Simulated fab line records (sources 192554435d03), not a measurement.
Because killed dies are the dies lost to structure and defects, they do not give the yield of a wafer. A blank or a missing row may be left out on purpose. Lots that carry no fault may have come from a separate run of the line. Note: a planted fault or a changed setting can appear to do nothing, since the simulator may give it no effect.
Which tool was responsible? / flow n5_finfet / route of 1938 steps, sampled at 1 step: 12 lots, 36 wafers

## WHAT EACH GAUGE READ, for each wafer
N5_BEOL_M4_CD_MEAS_18: pitch 36 nm, target cd 18 nm.
lot=L075; measured=day 7 15:26; on=cd_sem-02; cd_nm (nm)=18.9 18.7 18.7
lot=L076; measured=day 8 03:04; on=cd_sem-03; cd_nm (nm)=18.3 18.4 17.5
lot=L080; measured=day 8 12:28; on=cd_sem-02; cd_nm (nm)=17.9 17.3 17.6
lot=L081; measured=day 9 08:15; on=cd_sem-02; cd_nm (nm)=17.9 18.4 17.5
lot=L083; measured=day 9 20:18; on=cd_sem-01; cd_nm (nm)=18.5 17.7 18.7
lot=L084; measured=day 10 01:41; on=cd_sem-03; cd_nm (nm)=18.3 17.8 18.2
lot=L087; measured=day 10 17:51; on=cd_sem-01; cd_nm (nm)=17.8 19.1 17.7
lot=L088; measured=day 10 19:58; on=cd_sem-02; cd_nm (nm)=18.7 18.3 18.1
lot=L091; measured=day 11 15:50; on=cd_sem-01; cd_nm (nm)=18.5 17.9 18.0
lot=L092; measured=day 12 09:30; on=cd_sem-01; cd_nm (nm)=18.0 18.3 17.8
lot=L095; measured=day 12 22:05; on=cd_sem-03; cd_nm (nm)=18.4 18.6 18.3
lot=L097; measured=day 13 03:35; on=cd_sem-01; cd_nm (nm)=18.1 17.7 17.9

## TOOL THAT RAN EACH LOT (tool first, then ch and the chambers of the sampled wafers, then the start)
Before these readings, the record contains no process step.

## THE ANSWER, worked out from the rows above alone
Rule: what is usual is taken from the lots themselves. Put in order of their means at a reading, lots are off if they are a third of the lots or fewer, leave a main group of 4 or more, and stand apart from it by a gap of 3 or more times the standard deviation of the main group's means; of several such gaps the widest counts. A main group is skipped when, at the precision printed for the reading in the tables above, its means are all equal. Also off: a lot with no number at a reading for which 4 or more lots have one. Where the step has rows for the other lots, those lots are counted as sound.
No lot is off at any reading shown: from this, nothing can be told.

## WHAT THE SIMULATOR HAD INSERTED
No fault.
